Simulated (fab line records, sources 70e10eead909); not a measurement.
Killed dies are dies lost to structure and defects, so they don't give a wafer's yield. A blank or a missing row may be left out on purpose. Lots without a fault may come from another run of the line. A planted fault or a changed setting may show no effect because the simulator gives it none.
Which tool did it? | flow nand_harc | 12 lots, 36 wafers sampled, at 1 step of a route of 1159

WHAT THE GAUGES READ, wafer by wafer
NHARC_A_BONDPAD_CD_MEAS_09: target cd 500 nm.
lot  | measured     | on        | cd_nm (nm)
L076 | day 19 04:20 | cd_sem-02 | 499.2 500.4 500.5
L078 | day 19 06:03 | cd_sem-03 | 500.8 499.7 500.2
L079 | day 19 09:02 | cd_sem-03 | 500.7 500.7 499.3
L080 | day 20 07:01 | cd_sem-01 | 500.5 501.0 500.2
L082 | day 21 02:48 | cd_sem-01 | 499.9 499.8 500.5
L087 | day 21 16:22 | cd_sem-03 | 500.4 501.7 501.6
L086 | day 22 06:12 | cd_sem-02 | 499.0 499.5 501.2
L085 | day 22 16:44 | cd_sem-02 | 501.0 501.1 502.1
L090 | day 22 19:43 | cd_sem-03 | 499.2 500.2 499.2
L092 | day 22 20:46 | cd_sem-02 | 498.8 498.7 498.6
L097 | day 23 07:00 | cd_sem-01 | 500.5 500.4 499.4
L096 | day 23 14:33 | cd_sem-02 | 500.4 501.2 499.9

WHICH TOOL RAN EACH LOT (tool, then ch and the chambers of the sampled wafers, then the start)
The record holds no process step before these readings.

THE ANSWER, worked out from the rows above alone
Rule: what is usual is taken from the lots themselves. Put in order of their means at a reading, lots are off if they are a third of the lots or fewer, leave a main group of 4 or more, and stand apart from it by a gap of 3 or more times the standard deviation of the main group's means; of several such gaps the widest counts. A main group whose means are all the same, to the digits that the tables above print for the reading, isn't used. A lot without any number at a reading at which 4 lots or more have one is off too. The other lots that the step has rows for count as sound.
No lot is off at any reading shown: from this, nothing can be told.

WHAT THE SIMULATOR HAD PUT IN
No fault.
